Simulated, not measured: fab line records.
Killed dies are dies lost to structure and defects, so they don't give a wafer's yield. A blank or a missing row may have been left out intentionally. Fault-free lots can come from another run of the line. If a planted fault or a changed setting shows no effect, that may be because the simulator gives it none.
Which tool was responsible? || flow nand-harc || 6 lots, 18 wafers sampled, at 5 steps of a route of 1302

## WHAT EACH GAUGE READ, for each wafer
NHARC_END_SORT_01.
{"lot": "L299", "measured": "day 32 03:04", "on": "prober-01", "killed-at-array": "94 101 82"}

## TOOL THAT RAN EACH LOT (tool first, then ch and the chambers of the sampled wafers, then the start)
{"lot": "L284", "NHARC_A_STAIRCASE_ETCH_13": "rie-diel-08 ch 0,2, day 16 10:01 or earlier", "NHARC_A_STAIRCASE_TRIM_14": "rie-diel-08 ch 0,2,3, day 16 10:01 or earlier", "NHARC_A_STAIRCASE_TRIM_26": "rie-diel-08 ch 0,1, day 16 10:01", "NHARC_A_STAIRCASE_ETCH_27": "rie-diel-08 ch 2,3, no start"}
{"lot": "L285", "NHARC_A_STAIRCASE_ETCH_13": "rie-diel-11 ch 1,2,3, day 17 09:05 or earlier", "NHARC_A_STAIRCASE_TRIM_14": "rie-diel-11 ch 0,1,2, day 17 09:05 or earlier", "NHARC_A_STAIRCASE_TRIM_26": "rie-diel-07 ch 2,3, day 17 09:05", "NHARC_A_STAIRCASE_ETCH_27": "rie-diel-07 ch 2,3, no start"}
{"lot": "L290", "NHARC_A_STAIRCASE_ETCH_13": "rie-diel-08 ch 0,1,3, day 19 23:41 or earlier", "NHARC_A_STAIRCASE_TRIM_14": "rie-diel-08 ch 0,2,3, day 19 23:41 or earlier", "NHARC_A_STAIRCASE_TRIM_26": "rie-diel-08 ch 1,2,3, day 19 23:41", "NHARC_A_STAIRCASE_ETCH_27": "rie-diel-08 ch 0,2,3, no start"}
{"lot": "L292", "NHARC_A_STAIRCASE_ETCH_13": "rie-diel-08 ch 1,2,3, day 20 17:27 or earlier", "NHARC_A_STAIRCASE_TRIM_14": "rie-diel-08 ch 0,1,3, day 20 17:27 or earlier", "NHARC_A_STAIRCASE_TRIM_26": "rie-diel-08 ch 1,2, day 20 17:27", "NHARC_A_STAIRCASE_ETCH_27": "rie-diel-08 ch 0,3, no start"}
{"lot": "L297", "NHARC_A_STAIRCASE_ETCH_13": "rie-diel-07 ch 0,3, day 22 08:07 or earlier", "NHARC_A_STAIRCASE_TRIM_14": "rie-diel-07 ch 0,3, day 22 08:07 or earlier", "NHARC_A_STAIRCASE_TRIM_26": "rie-diel-11 ch 1,2,3, day 22 08:07", "NHARC_A_STAIRCASE_ETCH_27": "rie-diel-11 ch 0,2,3, no start"}
{"lot": "L299", "NHARC_A_STAIRCASE_ETCH_13": "rie-diel-07 ch 0,1,3, day 22 21:25 or earlier", "NHARC_A_STAIRCASE_TRIM_14": "rie-diel-07 ch 1,2, day 22 21:25 or earlier", "NHARC_A_STAIRCASE_TRIM_26": "rie-diel-07 ch 0,1, day 22 21:25", "NHARC_A_STAIRCASE_ETCH_27": "rie-diel-07 ch 1,2, day 32 03:04 or earlier"}
- NHARC_A_STAIRCASE_ETCH_13: etches the open film in C4F8/O2, target depth 100 nm, time 40.5 s.
- NHARC_A_STAIRCASE_TRIM_14: chemistry O2, time 211.2 s.
- NHARC_A_STAIRCASE_TRIM_26: chemistry O2, time 211.2 s.
- NHARC_A_STAIRCASE_ETCH_27: etches the open film in C4F8/O2, target depth 100 nm, time 40.5 s.

## THE ANSWER, worked out from the rows above alone
Rule: what is usual is taken from the lots themselves. Put in order of their means at a reading, lots are off if they are a third of the lots or fewer, leave a main group of 4 or more, and stand apart from it by a gap of 3 or more times the standard deviation of the main group's means; of several such gaps the widest counts. If all means in a main group match to the digits the tables above print for the reading, that group is not used. Also off: a lot with no number at a reading for which 4 or more lots have one. Where the step has rows for the other lots, those lots are counted as sound.
Nothing can be told from this: no lot is off at any reading shown.

## WHAT THE SIMULATOR PUT IN
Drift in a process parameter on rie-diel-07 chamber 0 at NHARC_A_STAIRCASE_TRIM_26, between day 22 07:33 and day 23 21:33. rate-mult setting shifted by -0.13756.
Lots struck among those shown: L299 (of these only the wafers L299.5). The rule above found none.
